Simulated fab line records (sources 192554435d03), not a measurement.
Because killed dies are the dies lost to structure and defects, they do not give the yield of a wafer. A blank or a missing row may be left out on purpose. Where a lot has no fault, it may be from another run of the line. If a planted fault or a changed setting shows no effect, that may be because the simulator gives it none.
Which of the tools did it?    flow n5-finfet    24 lots, 72 wafers sampled, at 6 steps of a route of 1938

== WHAT EACH GAUGE READ, for each wafer ==
N5_BEOL_M6_INSPECT_13: inspects for defects (brightfield). Usual: 364 for raw-defect-count, sd 71.
lot   measured      on                 raw-defect-count  flag
L074  day 8 06:34   defect-inspect-01  393 516 448       
L075  day 8 13:08   defect-inspect-01  480 398 470       
L077  day 8 22:17   defect-inspect-02  326 495 458       
L076  day 9 01:02   defect-inspect-01  375 291 466       
L078  day 9 03:23   defect-inspect-02  334 299 388       
L080  day 9 10:05   defect-inspect-01  537 479 382       
L079  day 9 17:43   defect-inspect-02  293 314 320       
L081  day 10 06:34  defect-inspect-02  336 345 453       
L082  day 10 10:08  defect-inspect-02  337 390 505       
L083  day 10 16:35  defect-inspect-02  350 327 293       
L085  day 11 02:40  defect-inspect-02  409 331 362       
L084  day 11 02:54  defect-inspect-02  278 266 297       
L086  day 11 10:14  defect-inspect-01  530 414 444       
L087  day 11 17:40  defect-inspect-01  308 328 312       
L089  day 11 21:45  defect-inspect-01  341 386 442       
L088  day 12 06:14  defect-inspect-01  271 260 451       
L090  day 12 12:05  defect-inspect-02  261 197 276       
L091  day 12 13:28  defect-inspect-01  399 390 476       
L092  day 13 05:07  defect-inspect-02  355 314 261       
L093  day 13 09:00  defect-inspect-01  280 363 436       
L094  day 13 12:27  defect-inspect-02  494 493 414       
L095  day 14 04:06  defect-inspect-01  446 337 366       
L096  day 14 04:44  defect-inspect-01  359 249 352       
L097  day 14 10:07  defect-inspect-01  395 332 411       

N5_BEOL_M6_OVL_MEAS_29. Usual: for V5_OVL the level is -0.1 nm and the standard deviation is 0.65.
lot   measured      on          V5_OVL (nm)     flag
L074  day 8 08:47   overlay-02  0.2 -0.4 0.6    
L075  day 8 14:06   overlay-02  0.0 0.4 0.2     
L077  day 9 00:11   overlay-02  0.6 0.3 0.8     
L076  day 9 04:43   overlay-02  0.6 -0.8 -0.1   
L078  day 9 04:46   overlay-01  -0.3 0.1 0.4    
L080  day 9 12:28   overlay-02  0.6 -0.6 0.2    
L079  day 9 18:37   overlay-02  -0.7 0.4 -0.3   
L081  day 10 12:58  overlay-01  0.6 0.4 -0.1    
L082  day 10 13:01  overlay-02  0.4 0.6 1.1     
L083  day 10 17:59  overlay-02  0.6 -0.7 -0.2   
L085  day 11 06:35  overlay-01  -0.3 -1.0 -0.9  
L084  day 11 06:33  overlay-01  -0.5 0.3 -0.4   
L086  day 11 13:57  overlay-02  0.6 0.2 0.8     
L087  day 11 20:04  overlay-01  -1.1 0.3 -0.2   
L089  day 11 22:56  overlay-01  -0.1 0.4 0.9    
L088  day 12 08:04  overlay-02  -0.4 0.3 -0.3   
L090  day 12 14:23  overlay-01  -0.8 -0.1 -1.2  
L091  day 12 14:32  overlay-02  0.5 -0.1 0.3    
L092  day 13 08:02  overlay-02  0.6 -1.1 -0.5   
L093  day 13 10:20  overlay-02  0.0 -1.0 -1.2   
L094  day 13 13:45  overlay-01  -0.7 -0.4 -1.0  
L095  day 14 08:44  overlay-01  1.0 0.9 1.2     
L096  day 14 08:55  overlay-01  -0.2 -1.1 0.2   
L097  day 14 11:25  overlay-02  1.0 0.1 -0.5    

== EACH LOT AND THE TOOL THAT RAN IT (in order: tool; ch and the chambers of the sampled wafers; start) ==
lot   N5_BEOL_M5_SPUTTER_83         N5_BEOL_M5_ANNEAL_89          N5_BEOL_M5_CMP_52              N5_BEOL_M6_HM_DEP_02
L074  pvd-sputter-03, day 8 00:32   pvd-sputter-03, day 8 01:42   cmp-02 ch 0,3, day 8 03:13     pvd-sputter-03, day 8 06:00
L075  pvd-sputter-03, day 8 08:37   pvd-sputter-03, day 8 09:47   cmp-04 ch 0,1, day 8 11:28     pvd-sputter-01, day 8 12:43
L077  pvd-sputter-03, day 8 17:34   pvd-sputter-03, day 8 18:44   cmp-04 ch 0,1,2, day 8 20:17   pvd-sputter-01, day 8 21:52
L076  pvd-sputter-01, day 8 19:19   pvd-sputter-01, day 8 20:28   cmp-03 ch 1,2, day 8 22:00     pvd-sputter-03, day 9 00:29
L078  pvd-sputter-02, day 8 21:40   pvd-sputter-02, day 8 22:49   cmp-04 ch 0,2, day 9 00:22     pvd-sputter-01, day 9 02:50
L080  pvd-sputter-02, day 9 04:25   pvd-sputter-02, day 9 05:35   cmp-03 ch 0,1,3, day 9 07:06   pvd-sputter-03, day 9 09:32
L079  pvd-sputter-01, day 9 12:51   pvd-sputter-01, day 9 14:01   cmp-03 ch 0,2, day 9 15:35     pvd-sputter-03, day 9 17:17
L081  pvd-sputter-03, day 10 01:13  pvd-sputter-03, day 10 02:22  cmp-04 ch 0,2,3, day 10 03:55  pvd-sputter-01, day 10 06:09
L082  pvd-sputter-02, day 10 03:55  pvd-sputter-02, day 10 05:04  cmp-02 ch 0,2, day 10 06:41    pvd-sputter-03, day 10 09:43
L083  pvd-sputter-02, day 10 11:34  pvd-sputter-02, day 10 12:44  cmp-03 ch 1,2, day 10 14:16    pvd-sputter-01, day 10 16:01
L085  pvd-sputter-01, day 10 20:58  pvd-sputter-01, day 10 22:08  cmp-04 ch 1,3, day 10 23:55    pvd-sputter-01, day 11 02:15
L084  pvd-sputter-02, day 10 21:10  pvd-sputter-02, day 10 22:20  cmp-03 ch 0,2,3, day 10 23:59  pvd-sputter-01, day 11 02:21
L086  pvd-sputter-01, day 11 04:59  pvd-sputter-01, day 11 06:09  cmp-02 ch 1,2,3, day 11 08:02  pvd-sputter-01, day 11 09:49
L087  pvd-sputter-03, day 11 12:24  pvd-sputter-03, day 11 13:34  cmp-04 ch 1,3, day 11 15:08    pvd-sputter-02, day 11 17:14
L089  pvd-sputter-01, day 11 14:34  pvd-sputter-01, day 11 15:44  cmp-04 ch 2,3, day 11 18:49    pvd-sputter-02, day 11 21:11
L088  pvd-sputter-02, day 12 00:49  pvd-sputter-02, day 12 01:59  cmp-04 ch 1,2, day 12 03:43    pvd-sputter-02, day 12 05:49
L090  pvd-sputter-01, day 12 05:26  pvd-sputter-01, day 12 06:36  cmp-03 ch 2,3, day 12 08:06    pvd-sputter-02, day 12 11:32
L091  pvd-sputter-02, day 12 08:44  pvd-sputter-02, day 12 09:54  cmp-04 ch 0,2,3, day 12 11:29  pvd-sputter-01, day 12 12:55
L092  pvd-sputter-01, day 12 23:42  pvd-sputter-01, day 13 00:52  cmp-04 ch 0,1, day 13 02:22    pvd-sputter-03, day 13 04:38
L093  pvd-sputter-02, day 13 03:37  pvd-sputter-02, day 13 04:47  cmp-03 ch 0,1,3, day 13 06:25  pvd-sputter-03, day 13 08:27
L094  pvd-sputter-02, day 13 08:02  pvd-sputter-02, day 13 09:13  cmp-02 ch 0,1,2, day 13 10:43  pvd-sputter-01, day 13 12:01
L095  pvd-sputter-01, day 13 23:10  pvd-sputter-01, day 14 00:20  cmp-02 ch 0,3, day 14 01:50    pvd-sputter-02, day 14 03:40
L096  pvd-sputter-02, day 13 23:37  pvd-sputter-02, day 14 00:47  cmp-02 ch 0,3, day 14 02:17    pvd-sputter-01, day 14 04:11
L097  pvd-sputter-03, day 14 02:25  pvd-sputter-03, day 14 03:35  cmp-04 ch 1,2, day 14 05:24    pvd-sputter-01, day 14 09:34
- N5_BEOL_M5_SPUTTER_83: material Cu, target thk 15 nm, time 27.62 s.
- N5_BEOL_M5_ANNEAL_89: time 1800 s.
- N5_BEOL_M5_CMP_52: polishes, stops on SiCOH lowk, t overpolish 6.9 s, target thk 62 nm.
- N5_BEOL_M6_HM_DEP_02: deposits TiN, target thk 20 nm.

== WHAT THE TOOLS THEMSELVES READ (means of the sampled wafers that have a number; where no wafer has one, the mark that the record gives instead) ==
N5_BEOL_M5_SPUTTER_83. Usual: 30.2 % for throttle-valve-pct, sd 0.96.
lot   tool            throttle-valve-pct (%)  flag
L074  pvd-sputter-03  29.2                    
L075  pvd-sputter-03  29.0                    
L077  pvd-sputter-03  29.3                    
L076  pvd-sputter-01  30.4                    
L078  pvd-sputter-02  31.2                    
L080  pvd-sputter-02  30.4                    
L079  pvd-sputter-01  29.8                    
L081  pvd-sputter-03  29.6                    
L082  pvd-sputter-02  31.2                    
L083  pvd-sputter-02  30.9                    
L085  pvd-sputter-01  30.4                    
L084  pvd-sputter-02  30.9                    
L086  pvd-sputter-01  30.5                    
L087  pvd-sputter-03  29.5                    
L089  pvd-sputter-01  30.4                    
L088  pvd-sputter-02  30.3                    
L090  pvd-sputter-01  29.9                    
L091  pvd-sputter-02  30.7                    
L092  pvd-sputter-01  29.9                    
L093  pvd-sputter-02  30.3                    
L094  pvd-sputter-02  31.0                    
L095  pvd-sputter-01  29.8                    
L096  pvd-sputter-02  30.3                    
L097  pvd-sputter-03  29.5                    

N5_BEOL_M5_ANNEAL_89. Usual: 810 W for heater-power-w, sd 68.
lot   tool            heater-power-w (W)  flag
L074  pvd-sputter-03  818                 
L075  pvd-sputter-03  807                 
L077  pvd-sputter-03  814                 
L076  pvd-sputter-01  876                 
L078  pvd-sputter-02  808                 
L080  pvd-sputter-02  783                 
L079  pvd-sputter-01  808                 
L081  pvd-sputter-03  782                 
L082  pvd-sputter-02  781                 
L083  pvd-sputter-02  841                 
L085  pvd-sputter-01  771                 
L084  pvd-sputter-02  757                 
L086  pvd-sputter-01  762                 
L087  pvd-sputter-03  795                 
L089  pvd-sputter-01  796                 
L088  pvd-sputter-02  784                 
L090  pvd-sputter-01  849                 
L091  pvd-sputter-02  817                 
L092  pvd-sputter-01  821                 
L093  pvd-sputter-02  778                 
L094  pvd-sputter-02  787                 
L095  pvd-sputter-01  913                 
L096  pvd-sputter-02  805                 
L097  pvd-sputter-03  812                 

N5_BEOL_M5_CMP_52. Usual: barrier-field-endpoint-s 24.6 s, standard deviation 0.93; motor-current-A 6.2 A, standard deviation 0.43; overpolish-run-s 6.902 s, standard deviation 0.0089; time-to-endpoint-s 63 s, standard deviation 5.2.
lot   tool    barrier-field-endpoint-s (s)  motor-current-A (A)  overpolish-run-s (s)  time-to-endpoint-s (s)  flag
L074  cmp-02  23.9                          6.3                  6.897                 58                      
L075  cmp-04  25.8                          6.1                  6.908                 67                      
L077  cmp-04  24.4                          6.1                  6.903                 63                      
L076  cmp-03  24.7                          6.4                  6.900                 62                      
L078  cmp-04  23.8                          6.3                  6.911                 58                      
L080  cmp-03  24.6                          6.4                  6.896                 62                      
L079  cmp-03  24.1                          5.6                  6.906                 60                      
L081  cmp-04  24.0                          6.1                  6.899                 62                      
L082  cmp-02  23.9                          6.2                  6.900                 63                      
L083  cmp-03  23.3                          6.5                  6.899                 56                      
L085  cmp-04  26.1                          6.2                  6.896                 69                      
L084  cmp-03  24.3                          5.9                  6.904                 60                      
L086  cmp-02  25.5                          6.4                  6.906                 65                      
L087  cmp-04  26.0                          6.1                  6.897                 71                      
L089  cmp-04  25.0                          6.2                  6.909                 60                      
L088  cmp-04  24.8                          6.3                  6.904                 65                      
L090  cmp-03  24.4                          5.5                  6.905                 60                      
L091  cmp-04  24.6                          6.2                  6.893                 61                      
L092  cmp-04  25.3                          6.2                  6.896                 65                      
L093  cmp-03  24.8                          6.3                  6.904                 67                      
L094  cmp-02  25.0                          6.6                  6.896                 65                      
L095  cmp-02  23.9                          6.2                  6.900                 60                      
L096  cmp-02  23.7                          6.0                  6.903                 57                      
L097  cmp-04  25.1                          6.2                  6.901                 66                      

N5_BEOL_M6_HM_DEP_02. Usual: 30.1 % for throttle-valve-pct, sd 1.
lot   tool            throttle-valve-pct (%)  flag
L074  pvd-sputter-03  29.5                    
L075  pvd-sputter-01  29.9                    
L077  pvd-sputter-01  30.4                    
L076  pvd-sputter-03  29.9                    
L078  pvd-sputter-01  30.0                    
L080  pvd-sputter-03  28.7                    
L079  pvd-sputter-03  29.5                    
L081  pvd-sputter-01  30.0                    
L082  pvd-sputter-03  29.4                    
L083  pvd-sputter-01  30.9                    
L085  pvd-sputter-01  30.7                    
L084  pvd-sputter-01  29.7                    
L086  pvd-sputter-01  29.8                    
L087  pvd-sputter-02  30.9                    
L089  pvd-sputter-02  30.9                    
L088  pvd-sputter-02  30.7                    
L090  pvd-sputter-02  30.9                    
L091  pvd-sputter-01  31.2                    
L092  pvd-sputter-03  29.6                    
L093  pvd-sputter-03  29.2                    
L094  pvd-sputter-01  31.2                    
L095  pvd-sputter-02  30.3                    
L096  pvd-sputter-01  29.8                    
L097  pvd-sputter-01  29.2                    

== THE ANSWER, worked out from the rows above alone ==
Rule: lot off if the mean of its wafers having a number is beyond 3 standard deviations from the usual mean. A lot without any number at a reading at which 4 lots or more have one is off too. All remaining lots with rows at the step are treated as sound. The gauges are gone through in route order, then the tools' own readings, and for those a lot's mean is taken as printed above. The first step at which some lot is off is used, and at that step the reading that is off furthest; a lot without a number counts as furthest.
Across all readings shown, no lot is off: no conclusion can be drawn from this.

== WHAT THE SIMULATOR PUT IN ==
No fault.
